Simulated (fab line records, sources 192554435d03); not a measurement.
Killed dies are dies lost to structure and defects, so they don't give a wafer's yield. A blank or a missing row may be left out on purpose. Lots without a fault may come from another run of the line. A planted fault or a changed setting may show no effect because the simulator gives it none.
fab line records | flow n5_finfet
record lots=6 wafers=18 last_day=18
route steps=1938 shown BEOL_M8@1400 BEOL_M9@1401
lots that met no fault: from a run of the same line without faults
start_h: hours from the record's first day to the start of the lot's first wafer shown | wait_h: hours since the lot's step before | " the same as in the row above | L1.1+2: a row that stands for several wafers | - no value, or no start given | * or withheld: withheld | < > ~ a bound
route shown NAME@n: a module of which the file shows steps, and the number in the route of the first | usual: mean/standard deviation of fault-free wafers | same: alike in all rows | chamber/n: place in a boat | sites: the reading at each site | _std_site: their standard deviation | _edge_site: outer sites' mean less inner sites' | radius_mm: how far each site lies from the wafer's centre | mask NAME#n: copy n | behind: the tool/chamber that last shaped the wafer | hold: why the lot was held/for how many hours/how that ended | device: the transistor (n, p or np) that didn't switch | end of line: the same wafers' tests at the end of the route | a step without rows: its recipe alone | killed: dies lost to structure and defects at the first sort, not the wafer's yield | map: a wafer's dies, x killed, . not, _ none there
set.NAME: the setting as run; set.NAME@STEP: as run at that earlier step | model.NAME: the simulator's own value behind a step, which no gauge read
lots at some steps of the route; a table a step, a row a wafer
services: from which hour (start_h, from the record's first day; less than 0 if before it) a tool's chamber was out of use, for how many hours, and why
## steps
# step N5_BEOL_M8_INSPECT_58
# recipe inspect_instrument=darkfield mode=post_dep
# usual raw_defect_count=73/26
# columns lot.wafer tool chamber start_h wait_h raw_defect_count
L242.1 defect_inspect-02 - 195.87 0.0 67
L242.3 " - " " 41
L242.5 " - " " 75
L248.3 defect_inspect-02 - 245.27 0.0 71
L248.4 " - " " 62
L248.6 " - " " 105
L260.2 defect_inspect-01 - 323.07 0.0 112
L260.3 " - " " 106
L260.5 " - " " 112
L259.2 defect_inspect-02 - 335.07 0.0 67
L259.5 " - " " 69
L259.6 " - " " 87
L261.1 defect_inspect-01 - 340.99 0.0 55
L261.3 " - " " 73
L261.6 " - " " 37
L264.2 defect_inspect-01 - 371.97 0.0 77
L264.3 " - " " 69
L264.4 " - " " 52
# step N5_BEOL_M9_ILD_DEP_00
# recipe material=SiCOH_lowk target_thk_a=3085.1 temp_c=300 precursor=DEMS/porogen pressure_torr=5 rf_w=500 time_s=58
# usual heater_power_w=297/45 showerhead_plenum_p_Torr=5.742/0.012 throttle_valve_pct=13.8/0.99
# same time_s=58
# columns lot.wafer tool chamber start_h wait_h heater_power_w showerhead_plenum_p_Torr throttle_valve_pct
L242.1 pecvd-03 2 195.91 0.0 361 5.740 14.1
L242.3 " 1 " " 366 5.755 13.2
L242.5 " 1 " " 299 5.732 13.2
L248.3 pecvd-02 2 245.31 0.0 238 5.749 12.6
L248.4 " 1 " " 266 5.719 13.8
L248.6 " 0 " " 229 5.763 14.3
L260.2 pecvd-03 1 323.11 0.0 353 5.745 13.6
L260.3 " 2 " " 404 5.747 13.9
L260.5 " 2 " " 416 5.740 14.2
L259.2 pecvd-04 0 335.11 0.0 292 5.729 15.8
L259.5 " 0 " " 296 5.726 15.7
L259.6 " 1 " " 287 5.736 13.0
L261.1 pecvd-04 2 341.02 0.0 343 5.720 13.3
L261.3 " 0 " " 293 5.743 16.1
L261.6 " 0 " " 303 5.732 15.9
L264.2 pecvd-04 2 372.00 0.0 313 5.732 13.2
L264.3 " 0 " " 300 5.722 16.2
L264.4 " 2 " " 316 5.734 13.1
# step N5_BEOL_M9_CURE_71
# recipe temp_c=385 time_s=240 ambient=He/Ar material=SiCOH_lowk
# usual lamp_power_pct=52.31/0.054 wafer_temp_C_max=386.8/0.57
# same time_s=240
# columns lot.wafer tool chamber start_h wait_h lamp_power_pct wafer_temp_C_max
L242.1 uv_cure-03 1 195.99 0.0 52.36 387.0
L242.3 " 1 " " 52.24 387.3
L242.5 " 1 " " 52.30 386.5
L248.3 uv_cure-01 1 245.55 0.2 52.34 386.7
L248.4 " 1 " " 52.39 387.8
L248.6 " 1 " " 52.30 386.6
L260.2 uv_cure-01 0 323.27 0.1 52.37 387.4
L260.3 " 0 " " 52.24 387.0
L260.5 " 0 " " 52.39 387.0
L259.2 uv_cure-03 1 335.27 0.1 52.31 386.4
L259.5 " 1 " " 52.27 386.3
L259.6 " 1 " " 52.35 386.8
L261.1 uv_cure-02 0 341.10 0.0 52.24 386.9
L261.3 " 0 " " 52.26 387.6
L261.6 " 0 " " 52.27 387.1
L264.2 uv_cure-01 0 372.72 0.7 52.36 386.9
L264.3 " 0 " " 52.28 386.9
L264.4 " 0 " " 52.35 387.2
# step N5_BEOL_M9_THK_MEAS_01
# recipe reads=SiCOH_lowk_of_BEOL_M9_ILD_DEP_00
# usual M9_ILD_THK=268/3.8
# columns lot.wafer tool chamber start_h wait_h M9_ILD_THK[nm]
L242.1 film_metro-02 - 196.50 0.4 263
L242.3 " - " " 264
L242.5 " - " " 267
L248.3 film_metro-02 - 245.90 0.3 263
L248.4 " - " " 266
L248.6 " - " " 272
L260.2 film_metro-02 - 323.70 0.4 265
L260.3 " - " " 268
L260.5 " - " " 269
L259.2 film_metro-02 - 335.70 0.4 270
L259.5 " - " " 275
L259.6 " - " " 276
L261.1 film_metro-02 - 341.61 0.4 268
L261.3 " - " " 269
L261.6 " - " " 269
L264.2 film_metro-01 - 373.55 0.7 268
L264.3 " - " " 264
L264.4 " - " " 272
# step N5_BEOL_M9_PECVD_70
# recipe material=SiO2 target_thk_a=200 temp_c=400 precursor=TEOS/O2 pressure_torr=5.5 rf_w=450 teos_flow_sccm=53.8 gas=O2 flow_sccm=3000 time_s=22.7
# usual heater_power_w=707/96 showerhead_plenum_p_Torr=8.80/0.042 throttle_valve_pct=22.2/1.3
# same time_s=22.7
# columns lot.wafer tool chamber start_h wait_h heater_power_w showerhead_plenum_p_Torr throttle_valve_pct
L242.1 pecvd-04 2 196.54 0.0 829 8.76 20.8
L242.3 " 1 " " 656 8.82 21.1
L242.5 " 2 " " 816 8.77 21.0
L248.3 pecvd-02 0 245.94 0.0 636 8.84 23.1
L248.4 " 1 " " 622 8.75 22.4
L248.6 " 2 " " 644 8.82 20.0
L260.2 pecvd-02 1 323.74 0.0 610 8.74 22.2
L260.3 " 0 " " 655 8.86 23.5
L260.5 " 2 " " 525 8.80 20.1
L259.2 pecvd-04 2 335.74 0.0 773 8.77 21.2
L259.5 " 0 " " 678 8.72 25.5
L259.6 " 2 " " 769 8.76 21.3
L261.1 pecvd-02 0 341.65 0.0 668 8.86 23.4
L261.3 " 1 " " 559 8.75 21.6
L261.6 " 0 " " 673 8.85 23.2
L264.2 pecvd-03 2 373.59 0.0 837 8.81 22.7
L264.3 " 1 " " 847 8.80 21.6
L264.4 " 2 " " 848 8.81 22.7
# step N5_BEOL_M9_HM_DEP_02
# recipe material=TiN target_thk_a=200 temp_c=25 chamber_pressure_pa=0.49996
# usual throttle_valve_pct=29.8/0.97
# columns lot.wafer tool chamber start_h wait_h throttle_valve_pct
L242.1 pvd_sputter-01 - 198.80 2.2 29.4
L242.3 " - " " 29.9
L242.5 " - " " 30.4
L248.3 pvd_sputter-01 - 247.05 1.1 29.6
L248.4 " - " " 29.3
L248.6 " - " " 29.5
L260.2 pvd_sputter-03 - 324.69 0.9 30.9
L260.3 " - " " 31.0
L260.5 " - " " 30.7
L259.2 pvd_sputter-02 - 337.08 1.3 29.9
L259.5 " - " " 28.7
L259.6 " - " " 29.9
L261.1 pvd_sputter-01 - 342.04 0.4 30.5
L261.3 " - " " 29.6
L261.6 " - " " 30.2
L264.2 pvd_sputter-02 - 375.02 1.4 31.3
L264.3 " - " " 29.8
L264.4 " - " " 28.2
# step N5_BEOL_M9_COAT_59
# recipe resist=SOC temp_c=250 time_s=60 spin_rpm=1500 resist_thk_nm=100
# step N5_BEOL_M9_COAT_60
# recipe resist=SiARC temp_c=220 time_s=60 spin_rpm=1500 resist_thk_nm=30
# step N5_BEOL_M9_COAT_05
# recipe resist=CAR-ArF spin_rpm=1500 resist_thk_nm=90
# step N5_BEOL_M9_EBR_07
# recipe solvent=PGMEA ebr_width_mm=1.5
# step N5_BEOL_M9_SOFTBAKE_06
# recipe temp_c=110 time_s=60 resist=CAR-ArF
# step N5_BEOL_M9_EXPOSE_08
# recipe mask_id=M9 na=1.35 source_shape=dipole sigma_inner=0.411 sigma_outer=0.611 polarization=te dose_mj=53.75
# step N5_BEOL_M9_PEB_09
# recipe peb_temp_c=withheld peb_time_s=60 resist=CAR-ArF
# usual chill_plate_temp_C=23.01/0.11 exhaust_pa=44.9/0.86 peb_time_s=60/0
# columns lot.wafer tool chamber start_h wait_h chill_plate_temp_C exhaust_pa peb_time_s
L242.1 litho_track-04 0 199.10 0.1 22.94 45.3 60
L242.3 " 0 " " 22.93 45.0 60
L242.5 " 0 " " 22.88 44.6 60
L248.3 litho_track-01 0 247.36 0.0 22.92 44.7 60
L248.4 " 0 " " 22.96 45.7 60
L248.6 " 0 " " 22.82 44.3 60
L260.2 litho_track-01 - 325.00 0.0 - - -
L260.3 " - " " - - -
L260.5 " - " " - - -
L259.2 litho_track-01 - 337.51 0.0 - - -
L259.5 " - " " - - -
L259.6 " - " " - - -
L261.1 litho_track-04 0 342.47 0.1 23.17 46.0 60
L261.3 " 0 " " 23.01 46.3 60
L261.6 " 0 " " 22.97 45.1 60
L264.2 litho_track-01 0 375.45 0.0 23.03 44.3 60
L264.3 " 0 " " 22.90 43.6 60
L264.4 " 0 " " 22.91 45.9 60
# step N5_BEOL_M9_DEVELOP_10
# recipe develop_time_s=30 developer=TMAH resist=CAR-ArF rinse_liquid=diw dry=air_spin dev_temp_c=23
## services
# columns tool chamber start_h hours kind
uv_cure-02 - 172.99 1.0 pm
pecvd-02 - 183.88 14.6 pm
uv_cure-03 - 192.98 0.3 repair
pecvd-02 2 202.38 - clean
pecvd-02 2 202.38 - consumable_replace:showerhead
pecvd-02 2 202.38 29.0 scheduled_down
pecvd-02 2 202.38 29.0 vent_cycle
pecvd-04 1 206.45 5.5 scheduled_down
uv_cure-03 - 208.83 2.1 pm
pecvd-04 0 216.06 5.5 scheduled_down
pecvd-04 1 226.55 5.5 scheduled_down
pecvd-02 2 242.56 2.1 scheduled_down
uv_cure-01 - 249.66 0.5 repair
uv_cure-01 - 250.81 0.8 repair
uv_cure-03 - 264.08 1.0 pm
pecvd-02 - 271.91 2.8 pm
pecvd-03 - 275.45 6.0 pm
uv_cure-01 - 276.86 1.2 repair
uv_cure-01 - 292.76 14.6 pm
pvd_sputter-02 - 311.06 2.8 repair
uv_cure-03 - 323.29 7.1 pm
uv_cure-01 - 346.62 11.6 repair
pvd_sputter-03 - 348.61 9.2 repair
uv_cure-02 - 366.36 2.2 repair
## key
first_sign step=N5_BEOL_M9_PEB_09 reading=tool_record direction=missing
effect none on later readings
met_at N5_BEOL_M9_PEB_09
struck_wafers L259.2,L259.5,L259.6,L260.2,L260.3,L260.5
later_rows_left_out L259.2,L259.5,L259.6,L260.2,L260.3,L260.5
sort_left_out L259.2,L259.5,L259.6,L260.2,L260.3,L260.5
onset_between 247.36 325.00
fault kind=skipped_step_whole tool=litho_track-01 chamber=- onset_h=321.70 steps=N5_BEOL_M9_PEB_09 scope=struck_lots_only
# sort_left_out: the simulated sort isn't trusted on such a fault, so these wafers' sort isn't shown, and their yield isn't known
# later_rows_left_out: the simulator's readings of these wafers behind a module that went badly wrong aren't trusted and aren't shown, but for the sort
